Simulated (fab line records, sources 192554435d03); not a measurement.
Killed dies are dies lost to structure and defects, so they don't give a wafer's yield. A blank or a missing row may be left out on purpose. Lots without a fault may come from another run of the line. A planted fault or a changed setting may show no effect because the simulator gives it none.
One fault seen from 3 desks | flow n5_finfet | each desk has only its own numbers; what lay behind them comes last

THE TOOL OWNER'S DESK: rie_diel-05
The tool's own readings at N5_BEOL_M2_DESCUM_33 (chemistry O2, time 7 s): means of the sampled wafers that have a number, for each lot that ran on this tool. A lot is out of limits, marked OUT, if its mean lies more than 4 standard deviations from the usual mean; the brackets give that distance.
Columns: A = drypump_motor_current_A at N5_BEOL_M2_DESCUM_33, usual 5.8 A; B = o2_flow_sccm at N5_BEOL_M2_DESCUM_33, usual 225.0 sccm; C = oes_product_au at N5_BEOL_M2_DESCUM_33, usual 0.79 a.u.; D = rf_vpp_V at N5_BEOL_M2_DESCUM_33, usual 242.9 V; E = showerhead_plenum_p_Torr at N5_BEOL_M2_DESCUM_33, usual 2.07 Torr; F = throttle_valve_pct at N5_BEOL_M2_DESCUM_33, usual 20.37 %
lot  | first seen here | A   | B     | C    | D     | E    | F
L250 | day 8 04:41     | 5.8 | 224.8 | 0.71 | 243.3 | 2.17 | 20.64
L253 | day 9 00:29     | 5.8 | 225.0 | 0.86 | 242.1 | 2.08 | 20.23
L259 | day 10 13:49    | 5.9 | 224.7 | 0.76 | 243.9 | 2.12 | 20.40
This desk's finding: nothing out of limits on any of the 3 lots.

THE DEFECT DESK
What the inspections along the route counted, lot by lot: means of the sampled wafers that have a number. A lot is out of limits, marked OUT, if its mean lies more than 4 standard deviations from the usual mean; the brackets give that distance.
Columns: A = raw_defect_count at N5_BEOL_M2_INSPECT_30, usual 419
lot  | first seen here | A
L249 | day 8 01:13     | 381
L250 | day 8 04:39     | 315
L253 | day 9 00:27     | 602
L259 | day 10 13:47    | 278
L263 | day 11 10:44    | 356
L264 | day 11 20:28    | 425
This desk's finding: nothing out of limits on any of the 6 lots.

THE METROLOGY DESK
What the gauges read, lot by lot, whatever tool the lot ran on: means of the sampled wafers that have a number. A lot is out of limits, marked OUT, if its mean lies more than 4 standard deviations from the usual mean; the brackets give that distance. Of its 12 readings 7 are shown: those that lie furthest out on some lot.
Columns: A = cd_nm at N5_BEOL_M2_CD_MEAS_28, usual 26.31 nm; B = V1_OVL at N5_BEOL_M2_OVL_MEAS_29, usual -0.6 nm; C = IOFF_N at N5_BEOL_M4_RC_MEAS_101, usual 0.16 nA/um; D = IOFF_P at N5_BEOL_M4_RC_MEAS_101, usual 0.22 nA/um; E = ION_P at N5_BEOL_M4_RC_MEAS_101, usual 465 uA/um; F = SS_N at N5_BEOL_M4_RC_MEAS_101, usual 71.4 mV/dec; G = VT_P at N5_BEOL_M4_RC_MEAS_101, usual -250 mV
lot  | first seen here | A     | B    | C    | D    | E   | F    | G
L249 | day 8 01:07     | 26.06 | -0.8 | 0.14 | 0.17 | 455 | 71.7 | -256
L250 | day 8 04:34     | 26.20 | -1.4 | 0.14 | 0.17 | 458 | 70.6 | -255
L253 | day 9 00:22     | 26.29 | -0.7 | 0.16 | 0.23 | 471 | 71.3 | -247
L259 | day 10 13:41    | 26.36 | -1.2 | 0.12 | 0.16 | 455 | 71.1 | -256
L263 | day 11 10:38    | 26.39 | -1.1 | 0.16 | 0.25 | 467 | 71.9 | -249
L264 | day 11 20:23    | 26.44 | -0.5 | 0.18 | 0.26 | 472 | 71.7 | -247
This desk's finding: nothing out of limits on any of the 6 lots.

PUT TOGETHER
The tool owner's desk saw nothing out of limits.
The defect desk saw nothing out of limits.
The metrology desk saw nothing out of limits.

WHAT THE SIMULATOR HAD PUT IN
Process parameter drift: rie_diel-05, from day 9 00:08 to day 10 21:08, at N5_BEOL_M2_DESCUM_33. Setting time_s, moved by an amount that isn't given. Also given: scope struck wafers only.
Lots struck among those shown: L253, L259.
